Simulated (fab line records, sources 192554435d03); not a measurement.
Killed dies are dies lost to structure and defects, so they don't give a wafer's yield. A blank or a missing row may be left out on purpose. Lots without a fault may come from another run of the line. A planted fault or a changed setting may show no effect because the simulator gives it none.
A struck lot beside a sound one | flow n5_finfet | 43 steps out of a route of 1938
Sound: wafers L848.1, L848.4, L848.5. Struck: wafers L850.3, L850.4, L850.5. The cause comes at the end.
At each step with rows: each side's tool, then ch and its chambers, then its first start. Under that, the readings that differ: sound wafers | struck wafers | difference of the means | sigmas: that difference in standard deviations of wafers without a fault.
alike: readings whose means differ by less than 2 such deviations, and words and numbers that are the same on both sides. not compared: withheld readings, readings that some wafer has no value for, bounds like >300 that may hide the same value, and numbers for which the record gives no deviation and whose values overlap.
The two part at a step that has a row with sigmas, a row that says differs or no value, or rows on one side only. Numbers that don't overlap but have no deviation are shown without sigmas and don't part them. A reading that every wafer of one side lacks parts them only if that side has two wafers or more.

first, 8 steps without rows for these wafers: N5_WELL_APT_HMDS_01 (time 60 s); N5_WELL_APT_COAT_02 (resist thk 950 nm); N5_WELL_APT_EBR_04; N5_WELL_APT_SOFTBAKE_03 (time 60 s); N5_WELL_APT_EXPOSE_05 (exposes mask NWELL, defocus 0 nm, target cd 200 nm); N5_WELL_APT_PEB_06 (peb time 90 s); N5_WELL_APT_DEVELOP_07 (develop time 45 s); N5_WELL_APT_HARDBAKE_12 (time 120 s).
N5_WELL_APT_CD_MEAS_08: target cd 200 nm.
  sound on cd_sem-02 ch 0, day 2 01:52; struck on cd_sem-03 ch 0, day 2 13:49
  alike: cd_nm
N5_WELL_APT_OVL_MEAS_09:
  sound on overlay-01 ch 0, day 2 01:53; struck on overlay-01 ch 0, day 2 13:50
  alike: NWELL_OVL
N5_WELL_APT_INSPECT_10: inspects for defects (macro).
  sound on defect_inspect-02, day 2 01:55; struck on defect_inspect-02, day 2 13:52
  alike: raw_defect_count
N5_WELL_APT_DESCUM_13: chemistry O2, time 7.9 s.
  sound on rie_diel-05 ch 0,2,3, day 2 01:57; struck on rie_diel-01 ch 1,2,3, day 2 13:53
  alike: drypump_motor_current_A, oes_product_au, rf_vpp_V, showerhead_plenum_p_Torr, throttle_valve_pct
  not compared: rf_hours_counter_h
N5_WELL_APT_IMPLANT_14:
  sound on implanter-01 ch 0, day 2 02:03; struck on implanter-02 ch 0, day 2 14:03
  reading            | sound                        | struck                          | difference  | sigmas
  dose_ions_cm2      | 1.499e+13 1.5e+13 1.4973e+13 | 1.2959e+13 1.298e+13 1.2996e+13 | -2.0093e+12 | -99 or more
  faraday_current_uA | 192 196 188                  | 168 166 171                     | -24         | -6
  alike: beam_energy_keV
then, 10 steps without rows for these wafers: N5_WELL_APT_IMPLANT_15; N5_WELL_APT_STRIP_16 (strips in SPM, time 900 s); N5_WELL_APT_HMDS_18 (time 60 s); N5_WELL_APT_COAT_19 (resist thk 950 nm); N5_WELL_APT_EBR_21; N5_WELL_APT_SOFTBAKE_20 (time 60 s); N5_WELL_APT_EXPOSE_22 (exposes mask PWELL, defocus 0 nm, target cd 200 nm); N5_WELL_APT_PEB_23 (peb time 90 s); N5_WELL_APT_DEVELOP_24 (develop time 45 s); N5_WELL_APT_HARDBAKE_29 (time 120 s).
N5_WELL_APT_CD_MEAS_25: target cd 200 nm.
  sound on cd_sem-03 ch 0, day 2 02:59; struck on cd_sem-02 ch 0, day 2 15:05
  reading    | sound             | struck            | difference | sigmas
  cd_nm (nm) | 198.6 196.1 197.9 | 203.1 203.8 200.3 | +4.9       | +2
N5_WELL_APT_OVL_MEAS_26:
  sound on overlay-01 ch 0, day 2 03:01; struck on overlay-02 ch 0, day 2 15:06
  alike: PWELL_OVL
N5_WELL_APT_INSPECT_27: inspects for defects (macro).
  sound on defect_inspect-02, day 2 03:02; struck on defect_inspect-01, day 2 15:08
  alike: raw_defect_count
N5_WELL_APT_DESCUM_30: chemistry O2, time 7.9 s.
  sound on rie_diel-01 ch 0,1,2, day 2 03:04; struck on rie_diel-05 ch 1,3, day 2 15:37
  reading                | sound             | struck            | difference | sigmas
  throttle_valve_pct (%) | 20.28 20.21 20.41 | 20.34 20.82 20.81 | +0.36      | +3
  alike: drypump_motor_current_A, oes_product_au, rf_vpp_V, showerhead_plenum_p_Torr
  not compared: rf_hours_counter_h
then, 3 steps without rows for these wafers: N5_WELL_APT_IMPLANT_31; N5_WELL_APT_IMPLANT_32; N5_WELL_APT_STRIP_33 (strips in SPM, time 900 s).
N5_WELL_APT_RTA_34: time 10 s.
  sound on rtp_anneal-01 ch 0, day 2 03:50; struck on rtp_anneal-02 ch 0, day 2 16:26
  alike: lamp_power_pct, wafer_temp_C_max
then, 4 steps without rows for these wafers: N5_WELL_APT_OXIDE_STRIP_42 (strips SiO2 in dHF, time 45 s, target depth 12 nm); N5_WELL_APT_PRECLEAN_36 (cleans in O3/DIW, time 45 s); N5_WELL_APT_PRECLEAN_39 (cleans in dHF, time 60 s); N5_WELL_APT_SRD_37 (time 30 s).
N5_WELL_APT_EPI_41: deposits Si from SiH4/H2, target thk 50 nm, time 297.7 s.
  sound on epi_rpcvd-04 ch 0, day 2 04:04; struck on epi_rpcvd-02 ch 0, day 2 16:54
  alike: chamber_pressure_Torr, lamp_inner_pct, throttle_valve_pct
N5_WELL_APT_INSPECT_38: inspects for defects (darkfield).
  sound on defect_inspect-01, day 2 05:10; struck on defect_inspect-01, day 2 17:28
  alike: raw_defect_count
N5_PMOS_HMC_CHANNEL_EPI_HM_DEP_34: deposits SiO2 from TEOS/O2, target thk 36 nm, time 6.9 s.
  sound on pecvd-04 ch 1,2, day 2 05:13; struck on pecvd-04 ch 0,1,2, day 2 17:31
  alike: chamber_pressure_Torr, heater_power_w, showerhead_plenum_p_Torr, throttle_valve_pct
then, 4 steps without rows for these wafers: N5_PMOS_HMC_CHANNEL_EPI_COAT_31 (time 60 s, resist thk 66 nm); N5_PMOS_HMC_CHANNEL_EPI_COAT_03 (resist thk 205 nm); N5_PMOS_HMC_CHANNEL_EPI_EBR_05; N5_PMOS_HMC_CHANNEL_EPI_SOFTBAKE_04 (time 60 s).
-- the record jumps here: 7 days lie between the struck wafers' starts before and after (it left off in module PMOS_HMC_CHANNEL_EPI and takes up again in module BEOL_M4, whose first step shown is number 1111 of the route) --
N5_BEOL_M4_RC_MEAS_101:
  sound on prober-01 ch 0, day 9 00:17; struck on prober-02 ch 0, day 9 12:44
  reading           | sound          | struck         | difference | sigmas
  RS_NWELL (ohm/sq) | 1041 1044 1035 | 1115 1117 1125 | +79        | +13
  alike: DIBL_N, DIBL_P, IOFF_N, IOFF_P, ION_N, ION_P, SS_N, SS_P, VT_N, VT_P

WHERE THEY PART
First at N5_WELL_APT_IMPLANT_14; last, within this record, at N5_BEOL_M4_RC_MEAS_101.

WHY: what the simulator had put in
Process parameter drift: implanter-02, from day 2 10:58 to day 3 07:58, at N5_WELL_APT_IMPLANT_14. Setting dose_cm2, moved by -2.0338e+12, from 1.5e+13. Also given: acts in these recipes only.
